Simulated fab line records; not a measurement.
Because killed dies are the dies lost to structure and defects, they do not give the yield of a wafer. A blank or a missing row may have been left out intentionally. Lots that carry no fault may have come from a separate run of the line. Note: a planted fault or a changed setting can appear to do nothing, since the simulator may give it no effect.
Which tool was responsible? :: flow nand_harc :: 12 lots (36 wafers sampled), 1 step of a 1159-step route

## WHAT EACH GAUGE READ, for each wafer
NHARC_A_START_INSPECT_01.
lot: L075
measured: day 6 11:44
on: defect_inspect-02
raw_defect_count: 3 6 6

lot: L076
measured: day 7 02:49
on: defect_inspect-02
raw_defect_count: 3 2 4

lot: L079
measured: day 7 22:02
on: defect_inspect-01
raw_defect_count: 5 5 3

lot: L082
measured: day 8 09:09
on: defect_inspect-01
raw_defect_count: 4 3 3

lot: L081
measured: day 8 09:50
on: defect_inspect-01
raw_defect_count: 3 9 0

lot: L084
measured: day 9 02:26
on: defect_inspect-01
raw_defect_count: 1 2 4

lot: L088
measured: day 10 00:28
on: defect_inspect-01
raw_defect_count: 3 1 2

lot: L089
measured: day 10 10:31
on: defect_inspect-01
raw_defect_count: 1 2 3

lot: L091
measured: day 11 01:43
on: defect_inspect-02
raw_defect_count: 6 8 5

lot: L093
measured: day 11 04:21
on: defect_inspect-02
raw_defect_count: 1 4 8

lot: L095
measured: day 11 20:14
on: defect_inspect-02
raw_defect_count: 5 4 5

lot: L097
measured: day 12 20:14
on: defect_inspect-02
raw_defect_count: 5 7 3

## WHICH TOOL RAN EACH LOT (tool, then ch and the chambers of the sampled wafers, then the start)
The record shows no process step preceding these readings.

## THE ANSWER, worked out from the rows above alone
Rule: usual is defined by the lots themselves. Put in order of their means at a reading, lots are off if they are a third of the lots or fewer, leave a main group of 4 or more, and stand apart from it by a gap of 3 or more times the standard deviation of the main group's means; of several such gaps the widest counts. Not used: any main group whose means are identical at the precision the tables above print for the reading. Also off: a lot with no number at a reading for which 4 or more lots have one. Where the step has rows for the other lots, those lots are counted as sound.
No lot is off at any reading shown: from this, nothing can be told.

## WHAT THE SIMULATOR HAD INSERTED
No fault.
